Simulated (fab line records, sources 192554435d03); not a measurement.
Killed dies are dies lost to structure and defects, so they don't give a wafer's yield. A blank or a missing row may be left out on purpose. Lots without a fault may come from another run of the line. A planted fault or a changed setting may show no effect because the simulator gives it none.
Split-lot experiment | flow n5_finfet | 7 lots, 21 wafers read, on a route of 1938 steps

THE SPLIT
At N5_BEOL_M4_EXPOSE_25 (exposes mask V3, defocus 5 nm), the setting dose_mj was moved away from the recipe's 63 on 7 of the 21 wafers read, by -3.1% to +5.5%. The other wafers ran this setting at the recipe's value.

FROM THE SPLIT TO THE READING: what the file shows between them, 2 steps
- N5_BEOL_M4_PEB_26: peb time 60 s
- N5_BEOL_M4_DEVELOP_27: develop time 30 s

THE READING
cd_nm, in nm, at N5_BEOL_M4_CD_MEAS_28 (target cd 26.2 nm, target cd y 24.1 nm). Fault-free wafers of this fab line usually give 26.13 nm, standard deviation 0.23 nm.

wafer  | tool, chamber at the split | dose_mj as run | against the recipe | cd_nm, nm | against lot-mates on the recipe
L077.1 | euv_scanner-01, 0          | 63             | recipe             | 26.57     | -
L077.2 | euv_scanner-01, 0          | 63             | recipe             | 26.28     | -
L077.5 | euv_scanner-01, 0          | 61.25          | -2.8%              | 26.09     | -0.34
L079.4 | euv_scanner-02, 0          | 64.5           | +2.4%              | 26.74     | +0.84
L079.5 | euv_scanner-02, 0          | 64.5           | +2.4%              | 26.71     | +0.81
L079.6 | euv_scanner-02, 0          | 63             | recipe             | 25.90     | -
L082.1 | euv_scanner-01, 0          | 63             | recipe             | 26.07     | -
L082.4 | euv_scanner-01, 0          | 63             | recipe             | 26.14     | -
L082.5 | euv_scanner-01, 0          | 63             | recipe             | 26.16     | -
L086.1 | euv_scanner-02, 0          | 63             | recipe             | 25.90     | -
L086.3 | euv_scanner-02, 0          | 64.47          | +2.3%              | 26.77     | +0.67
L086.5 | euv_scanner-02, 0          | 63             | recipe             | 26.30     | -
L087.2 | euv_scanner-02, 0          | 61.03          | -3.1%              | 25.38     | -0.65
L087.3 | euv_scanner-02, 0          | 63             | recipe             | 26.03     | -
L087.5 | euv_scanner-02, 0          | 61.03          | -3.1%              | 25.41     | -0.62
L093.1 | euv_scanner-01, 0          | 63             | recipe             | 26.10     | -
L093.5 | euv_scanner-01, 0          | 63             | recipe             | 26.16     | -
L093.6 | euv_scanner-01, 0          | 63             | recipe             | 26.19     | -
L097.1 | euv_scanner-01, 0          | 63             | recipe             | 26.08     | -
L097.4 | euv_scanner-01, 0          | 63             | recipe             | 26.16     | -
L097.6 | euv_scanner-01, 0          | 66.47          | +5.5%              | 27.29     | +1.17

THE FIT
A straight line over all 21 wafers: cd_nm changes by +0.205 nm for each +1% of dose_mj; r = +0.91; the points scatter about the line by 0.19 nm.
The same after taking each lot's own level away (the mean of its wafers on the recipe; 21 wafers): +0.224 nm for each +1%; r = +0.95; scatter 0.14 nm.
On that fit, the largest move of dose_mj shifts the reading by 1.2 nm.
The lots' own levels span 25.900 to 26.425 nm, that is 2.3 times the standard deviation above.
So the lot-to-lot level changes the slope little: the two slopes agree.
Check: with one of the wafers moved furthest among these (+5.5%) left out of the fit, the line predicts +1.37 nm for it against its lot-mates. It came out at +1.17 nm against them.

OTHER SPLITS ON THESE WAFERS
These wafers also went through other splits before the reading. Each is held against what the fit with the lots' levels taken away leaves over:
other split on the same wafers     | wafers away from the commonest value | r with cd_nm (lot level and that fit taken away)
N5_BEOL_M1_COAT_61 spin_rpm        | 8                                    | +0.13
N5_BEOL_M2_ETCH_69 bias_w          | 7                                    | -0.19
N5_BEOL_M2_TRENCH_ETCH_37 source_w | 5                                    | +0.18
N5_BEOL_M3_ETCH_70 bias_w          | 9                                    | -0.25
N5_BEOL_M4_COAT_67 spin_rpm        | 6                                    | -0.32

THE FILE'S OWN FIT
cd_nm changes by +0.219 nm for each +1% of dose_mj, r = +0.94.
